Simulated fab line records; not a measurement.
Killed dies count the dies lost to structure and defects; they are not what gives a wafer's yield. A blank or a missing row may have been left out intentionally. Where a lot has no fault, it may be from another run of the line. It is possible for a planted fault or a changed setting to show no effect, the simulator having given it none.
Chamber matching ; flow n5-finfet ; rie-diel-03 running N5_BEOL_M3_ETCH_64: 4 sister chambers
The step etches SOC in N2/H2, target depth 75 nm, overetch 15 nm, time 112.5 s. 8 wafers are shown with their chamber, then 10 later ones without.

== WAFERS PAIRED WITH THEIR CHAMBERS ==
wafer;chamber;showerhead-plenum-p-Torr (Torr);throttle-valve-pct (%)
L081.1;1;2.64;17.69
L081.4;2;2.65;17.67
L082.6;2;2.65;17.65
L084.3;0;2.61;17.85
L084.5;0;2.61;17.85
L084.6;3;2.35;17.64
L085.2;3;2.35;17.65
L085.4;1;2.63;17.70

== WAFERS MISSING THEIR CHAMBER ==
wafer;showerhead-plenum-p-Torr (Torr);throttle-valve-pct (%)
L085.6;2.64;17.67
L086.1;2.35;17.66
L086.2;2.64;17.66
L086.4;2.63;17.72
L089.2;2.60;17.87
L089.3;2.63;17.71
L089.6;2.64;17.71
L094.2;2.34;17.67
L094.3;2.62;17.74
L094.4;2.64;17.70

== WHICH CHAMBER EACH ONE RAN IN ==
wafer;from the rows above;in truth
L085.6;can't be placed: 2 or 1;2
L086.1;3;3
L086.2;can't be placed: 2 or 1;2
L086.4;1;1
L089.2;0;0
L089.3;1;1
L089.6;1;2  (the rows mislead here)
L094.2;3;3
L094.3;1;1
L094.4;1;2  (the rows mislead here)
Correct placement for 6 of the 10. Can't be placed from these rows: 2 (the true chamber is among the candidates in 2). 2 placed wrongly.
How it was worked out, from the rows above alone: a wafer's distance from a chamber is the root of the sum, over the readings, of the square of ((its reading less the chamber's mean) divided by the reading's scatter). The wafer belongs to the nearest chamber; if the next one is less than 2 further off, it can't be placed. A chamber's mean is the mean of its shown wafers. The scatter: take each reading less its chamber's mean, square it, sum over the shown wafers, divide by the number of wafers less the number of chambers, and take the root.
